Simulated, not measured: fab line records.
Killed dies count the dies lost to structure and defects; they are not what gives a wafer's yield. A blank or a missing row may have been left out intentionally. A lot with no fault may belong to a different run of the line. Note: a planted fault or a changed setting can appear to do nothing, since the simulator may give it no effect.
fab line records	flow n5-finfet
record lots=11	wafers=33	last-day=21
route steps=1938 shown BEOL_M6@1233 MIM_TOP@1834 MIM_TOP_LITHO@1847 MIM_BOT_ETCH@1867 PASSIVATION@1936
lots with no fault: from the same line, run without faults
start-h: hours from the record's opening day to when the first of the lot's shown wafers began	wait-h: hours since the lot's step before	" as in the row above	L1.1+2: several wafers, shown together as one row	- no value, or no start was given	* or withheld: withheld	< > ~ a bound
route shown NAME@n: a module of which the file shows steps, and the number in the route of the first	usual: average and standard deviation across the fault-free wafers	same: alike in all rows	chamber/n: place in a boat	sites: the reading at each site	_std_site: the values' standard deviation	_edge_site: outer sites' mean less inner sites'	radius-mm: for every site, how far away it sits from the centre of the wafer	mask NAME#n: copy n	behind: the last tool/chamber to shape the wafer	hold: why the lot went on hold/how many hours it stayed there/how the hold came to an end	device: the n, p or np transistor that did not switch	end of line: the route-end tests of the same wafers	a step without rows: its recipe alone	killed: count of dies lost to structure and defects at first sort (not the wafer's yield)	map: a wafer's dies, x killed, . not, _ none there
set.NAME: setting as actually run; set.NAME@STEP: the setting as run at that earlier step	model.NAME: the simulator's own value behind a step, which no gauge read
the route's steps for a sample of lots (tables are steps, rows are wafers)
services: a tool's chamber out of use, with start hour (start-h, from the record's first day; less than 0 if before it), hours out, and reason
## steps
# step N5_BEOL_M6_ETCH_66
# recipe chemistry=N2/H2	target=SOC	target-depth-a=800	overetch-a=160	mask-material=SiARC	temp-c=40	time-s=120	ion-energy-ev=200	pressure-mtorr=30	source-w=840	bias-w=150	n2-flow-sccm=200	h2-flow-sccm=200
# usual drypump-motor-current-A=5.7/0.56	oes-product-au=0.62/0.056	rf-vpp-V=523.7/2	showerhead-plenum-p-Torr=2.53/0.066	throttle-valve-pct=17.57/0.24
# same time-s=120
lot.wafer	tool	chamber	start-h	wait-h	drypump-motor-current-A	oes-product-au	rf-hours-counter-h	rf-vpp-V	showerhead-plenum-p-Torr	throttle-valve-pct
L757.1	rie-diel-05	3	249.34	0.0	5.2	0.69	37	522.6	2.48	17.59
L757.3	"	1	"	"	6.4	0.64	54	521.1	2.48	17.44
L757.6	"	3	"	"	5.3	0.69	-	522.0	2.48	17.59
L758.1	rie-diel-01	2	270.21	0.0	5.2	0.72	6	529.6	2.71	17.18
L758.4	"	3	"	"	5.6	0.62	-	521.1	2.48	17.53
L758.6	"	1	"	"	5.1	0.55	-	527.3	2.68	18.11
L759.3	rie-diel-05	0	274.12	0.0	5.3	0.59	131	523.3	2.54	17.62
L759.5	"	1	"	"	6.5	0.63	-	521.5	2.48	17.47
L759.6	"	2	"	"	5.4	0.57	-	523.9	2.52	17.47
L761.2	rie-diel-05	0	293.39	0.0	5.3	0.59	137	525.8	2.54	17.62
L761.3	"	3	"	"	5.2	0.68	54	521.9	2.47	17.62
L761.4	"	1	"	"	6.4	0.63	70	522.5	2.48	17.49
L768.3	rie-diel-04	0	316.22	0.0	5.8	0.70	18	523.3	2.47	17.18
L768.4	"	0	"	"	5.8	0.70	-	523.0	2.47	17.20
L768.5	"	1	"	"	6.4	0.62	-	525.0	2.59	17.99
L769.2	rie-diel-01	2	341.60	0.0	5.2	0.67	31	527.6	2.69	17.23
L769.3	"	0	"	"	5.5	0.52	248	523.7	2.51	17.96
L769.5	"	2	"	"	5.2	0.68	-	527.2	2.69	17.23
L773.1	rie-diel-04	1	343.35	0.0	6.4	0.61	93	523.8	2.58	18.02
L773.2	"	0	"	"	5.8	0.69	27	522.9	2.46	17.20
L773.4	"	2	"	"	4.9	0.54	204	522.8	2.53	17.57
L775.1	rie-diel-04	3	367.57	0.0	6.6	0.69	17	525.4	2.59	17.35
L775.5	"	1	"	"	6.4	0.61	-	525.2	2.58	18.02
L775.6	"	0	"	"	5.7	0.67	-	522.8	2.46	17.22
L774.1	rie-diel-04	0	380.32	0.0	5.8	0.67	42	522.7	2.46	17.23
L774.4	"	2	"	"	4.9	0.53	214	522.6	2.52	17.56
L774.6	"	1	"	"	6.3	0.60	-	524.2	2.58	18.05
L779.1	rie-diel-04	1	391.93	0.0	6.4	0.60	111	524.6	2.58	18.05
L779.2	"	0	"	"	5.7	0.66	46	523.2	2.45	17.24
L779.4	"	2	"	"	4.9	0.54	218	523.2	2.52	17.57
L777.2	rie-diel-01	2	420.95	0.0	5.3	0.63	63	527.5	2.68	17.30
L777.3	"	3	"	"	5.6	0.58	149	521.1	2.46	17.61
L777.5	"	3	"	"	5.6	0.58	-	521.0	2.46	17.64
# step N5_MIM_TOP_ALD_00
# recipe material=Al2O3	target-thk-a=*	temp-c=withheld	ald-precursor-family=TMA	ald-co-reactant=O3	pulse-time-s=withheld	purge-time-s=3	co-reactant-purge-time-s=withheld	co-reactant-pulse-time-s=3	ald-cycles=withheld
# usual precursor-pulse-height-rel=0.999/0.02
lot.wafer	tool	chamber	start-h	wait-h	precursor-pulse-height-rel
L757.1	ald-hk-01	3	322.79	0.1	0.997
L757.3	"	2	"	"	0.992
L757.6	"	1	"	"	0.999
L758.1	ald-hk-01	3	338.93	0.1	0.986
L758.4	"	1	"	"	0.998
L758.6	"	2	"	"	1.006
L759.3	ald-hk-01	1	346.37	0.1	0.983
L759.5	"	1	"	"	1.007
L759.6	"	2	"	"	0.982
L761.2	ald-hk-02	1	370.92	0.1	1.027
L761.3	"	2	"	"	0.997
L761.4	"	3	"	"	1.022
L768.3	ald-hk-02	0	394.05	0.1	1.019
L768.4	"	2	"	"	1.041
L768.5	"	3	"	"	1.008
L769.2	ald-hk-03	1	416.86	0.1	0.992
L769.3	"	2	"	"	0.987
L769.5	"	2	"	"	0.997
L773.1	ald-hk-01	0	422.23	0.1	0.971
L773.2	"	3	"	"	0.992
L773.4	"	2	"	"	0.989
L775.1	ald-hk-03	0	439.66	0.1	0.968
L775.5	"	2	"	"	0.998
L775.6	"	1	"	"	0.982
L774.1	ald-hk-02	2	454.63	0.1	0.997
L774.4	"	0	"	"	1.010
L774.6	"	1	"	"	0.999
L779.1	ald-hk-02	1	463.10	0.1	1.036
L779.2	"	3	"	"	1.027
L779.4	"	2	"	"	1.020
L777.2	ald-hk-03	0	496.91	0.1	0.996
L777.3	"	2	"	"	0.945
L777.5	"	0	"	"	0.959
# step N5_MIM_TOP_LITHO_CD_MEAS_08
# recipe target-cd-nm=2000	landing-energy-ev=500	detector=se-inlens
# usual cd-nm=1999.5/2.9
lot.wafer	tool	chamber	start-h	wait-h	cd-nm
L757.1	cd-sem-02	0	324.34	-	1997.6
L757.3	"	0	"	"	1999.8
L757.6	"	0	"	"	1994.4
L758.1	cd-sem-01	0	339.81	-	2005.3
L758.4	"	0	"	"	2002.5
L758.6	"	0	"	"	2003.9
L759.3	cd-sem-02	0	347.63	-	1996.6
L759.5	"	0	"	"	2001.8
L759.6	"	0	"	"	2000.1
L761.2	cd-sem-01	0	372.13	-	1997.9
L761.3	"	0	"	"	2003.0
L761.4	"	0	"	"	1998.8
L768.3	cd-sem-03	0	396.37	-	1998.7
L768.4	"	0	"	"	1999.8
L768.5	"	0	"	"	2002.7
L769.2	cd-sem-02	0	419.72	-	2002.2
L769.3	"	0	"	"	2002.4
L769.5	"	0	"	"	2001.3
L773.1	cd-sem-03	0	425.46	-	2002.6
L773.2	"	0	"	"	1998.9
L773.4	"	0	"	"	2002.1
L775.1	cd-sem-02	0	440.67	-	1995.1
L775.5	"	0	"	"	1995.7
L775.6	"	0	"	"	2001.3
L774.1	cd-sem-02	0	455.51	-	2000.8
L774.4	"	0	"	"	1994.9
L774.6	"	0	"	"	1998.4
L779.1	cd-sem-02	0	466.17	-	1999.7
L779.2	"	0	"	"	1998.9
L779.4	"	0	"	"	1999.4
L777.2	cd-sem-01	0	498.44	-	1996.9
L777.3	"	0	"	"	1996.1
L777.5	"	0	"	"	1998.2
# step N5_MIM_BOT_ETCH_ETCH_03
# recipe chemistry=Cl2/BCl3	target-depth-a=120	pressure-mtorr=8	icp-w=800	bias-w=100	Cl2_flow_sccm=20	bcl3-flow-sccm=80
# usual drypump-motor-current-A=5.7/0.42	oes-product-au=0.80/0.08	throttle-valve-pct=27.5/0.34
lot.wafer	tool	chamber	start-h	wait-h	drypump-motor-current-A	oes-product-au	rf-hours-counter-h	throttle-valve-pct
L757.1	rie-metal-01	0	325.46	0.1	5.0	0.78	48	27.5
L757.3	"	1	"	"	5.9	0.89	-	27.1
L757.6	"	1	"	"	5.9	0.89	-	27.1
L758.1	rie-metal-02	1	341.19	0.1	6.0	0.89	11	27.8
L758.4	"	1	"	"	6.0	0.90	-	27.8
L758.6	"	1	"	"	6.0	0.90	-	27.8
L759.3	rie-metal-03	0	349.36	0.1	5.8	0.77	-	27.1
L759.5	"	0	"	"	5.8	0.76	-	27.1
L759.6	"	1	"	"	5.7	0.72	-	27.5
L761.2	rie-metal-01	1	377.66	0.1	5.9	0.86	15	27.1
L761.3	"	0	"	"	5.0	0.76	-	27.6
L761.4	"	1	"	"	5.9	0.86	-	27.1
L768.3	rie-metal-01	1	397.58	0.1	5.9	0.85	-	27.1
L768.4	"	0	"	"	5.0	0.76	-	27.6
L768.5	"	1	"	"	5.9	0.84	-	27.1
L769.2	rie-metal-03	1	420.99	0.1	5.6	0.70	81	27.5
L769.3	"	1	"	"	5.6	0.70	-	27.5
L769.5	"	1	"	"	5.7	0.70	-	27.5
L773.1	rie-metal-01	1	426.47	0.1	5.9	0.84	19	27.1
L773.2	"	0	"	"	5.0	0.76	57	27.6
L773.4	"	0	"	"	5.0	0.75	-	27.6
L775.1	rie-metal-02	0	441.78	0.1	6.1	1.00	0	27.8
L775.5	"	0	"	"	6.2	1.00	-	27.8
L775.6	"	1	"	"	6.0	0.85	-	27.9
L774.1	rie-metal-01	0	456.49	0.1	5.0	0.74	60	27.6
L774.4	"	1	"	"	5.9	0.82	-	27.1
L774.6	"	1	"	"	5.9	0.82	-	27.1
L779.1	rie-metal-01	1	467.48	0.1	5.9	0.82	24	27.2
L779.2	"	0	"	"	5.0	0.74	62	27.6
L779.4	"	1	"	"	5.9	0.82	-	27.1
L777.2	rie-metal-03	0	499.44	0.1	5.7	0.74	71	27.2
L777.3	"	1	"	"	5.6	0.92	-	28.1
L777.5	"	0	"	"	5.7	0.74	-	27.2
# step N5_PASSIVATION_PROBE_49
# usual defect-limited-yield=91.4/1.4	killed_at_M0_to_M3=34/9.1	killed_at_M4_up=14/5.2	killed-at-contacts=12/6.4	killed-at-front-end=38/11	killed-at-other=3.7/2.8	killed-dies=102/17	killed-on-rim=14/3.9	killed-open=68/13	killed-short=32/7.8	sort_bin_4_leakage=0.05/0.3	sort_bin_5_function=5.1/1	sort_bin_6_memory=3.2/0.66	sort-n-pass=1076/19	sort-yield-pct=91.2/1.6
# same gross-dies=1180	killed-at-back-side=0	sort_bin_8_speed[%]=0
lot.wafer	tool	chamber	start-h	wait-h	defect-limited-yield[%]	killed_at_M0_to_M3	killed_at_M4_up	killed-at-contacts	killed-at-front-end	killed-at-other	killed-dies	killed-on-rim	killed-open	killed-short	sort_bin_4_leakage[%]	sort_bin_5_function[%]	sort_bin_6_memory[%]	sort-n-pass	sort-yield-pct[%]
L761.2	prober-01	-	387.60	0.1	85.3	30	100	1	41	2	174	27	60	27	0	9.2	3.8	1006	85.3
L761.3	prober-01	-	387.65	0.1	90.8	31	10	16	50	1	108	14	64	42	0	6.2	2.5	1072	90.8
L761.4	prober-01	-	387.70	0.2	87.9	48	20	15	52	8	143	19	92	51	0	7.4	4.3	1037	87.9
# killed by level:class
L761.2 BEOL_M6:unspecified=86 STI_FIN_REVEAL:geometric-particle:open=8 DUMMY_GATE:geometric-particle:open=8 BEOL_M0_SAQP:geometric-particle:open=7 BEOL_M3:geometric-particle:open=6 BEOL_M0_SAQP:geometric-particle:short=6 BEOL_M1:geometric-particle:open=5 BEOL_M2:geometric-particle:open=5
L761.3 STI_FIN_REVEAL:geometric-particle:open=19 MOL_CONTACT_COAG:geometric-particle:open=12 FIN_SAQP:geometric-particle:short=9 BEOL_M1:geometric-particle:open=7 BEOL_M2:geometric-particle:open=6 MOL_CONTACT_COAG:geometric-particle:short=4 DUMMY_GATE:geometric-particle:open=4 BEOL_M3:geometric-particle:short=4
L761.4 STI_FIN_REVEAL:geometric-particle:open=16 FIN_SAQP:geometric-particle:short=13 MOL_CONTACT_COAG:geometric-particle:open=13 BEOL_M1:geometric-particle:open=11 BEOL_M4:geometric-particle:open=11 BEOL_M0_SAQP:geometric-particle:short=8 BEOL_M0_SAQP:geometric-particle:open=6 BEOL_M3:geometric-particle:open=6
## services
tool	chamber	start-h	hours	kind
rie-diel-01	3	226.33	4.3	repair
rie-metal-02	-	229.43	0.2	repair
rie-diel-05	1	232.14	1.4	repair
rie-metal-03	-	249.34	0.5	repair
rie-diel-04	0	249.99	-	clean
rie-diel-04	0	249.99	-	consumable-replace:focus-ring
rie-diel-04	0	249.99	21.8	scheduled-down
rie-diel-04	0	249.99	21.8	vent-cycle
ald-hk-01	-	261.47	2.8	pm
ald-hk-02	-	266.07	2.8	pm
rie-metal-02	0	280.06	1.3	repair
ald-hk-02	-	297.25	0.6	repair
rie-diel-04	3	304.27	-	clean
rie-diel-04	3	304.27	-	consumable-replace:focus-ring
rie-metal-03	-	319.56	0.5	repair
rie-metal-02	-	338.13	0.9	repair
rie-diel-04	2	364.60	12.6	repair
rie-diel-01	3	395.29	4.1	repair
rie-diel-05	0	417.32	6.0	repair
ald-hk-01	-	441.50	22.4	repair
rie-diel-04	1	448.62	4.0	repair
rie-metal-02	1	459.45	3.8	repair
rie-diel-04	0	463.17	18.9	repair
rie-diel-04	2	480.68	6.5	repair
## key
first-sign step=N5_PASSIVATION_PROBE_49	reading=killed_at_M4_up	direction=up	sigmas=17	usual=14	struck=100
effect step=N5_PASSIVATION_PROBE_49	reading=killed-dies	direction=up	sigmas=4.3	usual=102	struck=174
more-kills-born-at N5_BEOL_M6_ETCH_66@rie-diel-05=86
met-at N5_BEOL_M6_ETCH_66
struck-lots L761
struck-wafers L761.2
not-acting-at N5_MIM_TOP_ALD_00,N5_MIM_TOP_LITHO_CD_MEAS_08,N5_MIM_BOT_ETCH_ETCH_03
onset-between 274.12 293.39
fault kind=chamber-particle-source	tool=rie-diel-05	chamber=0	onset-h=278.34	steps=N5_BEOL_M6_ETCH_66	rate-per-visit-cm2=0.78478
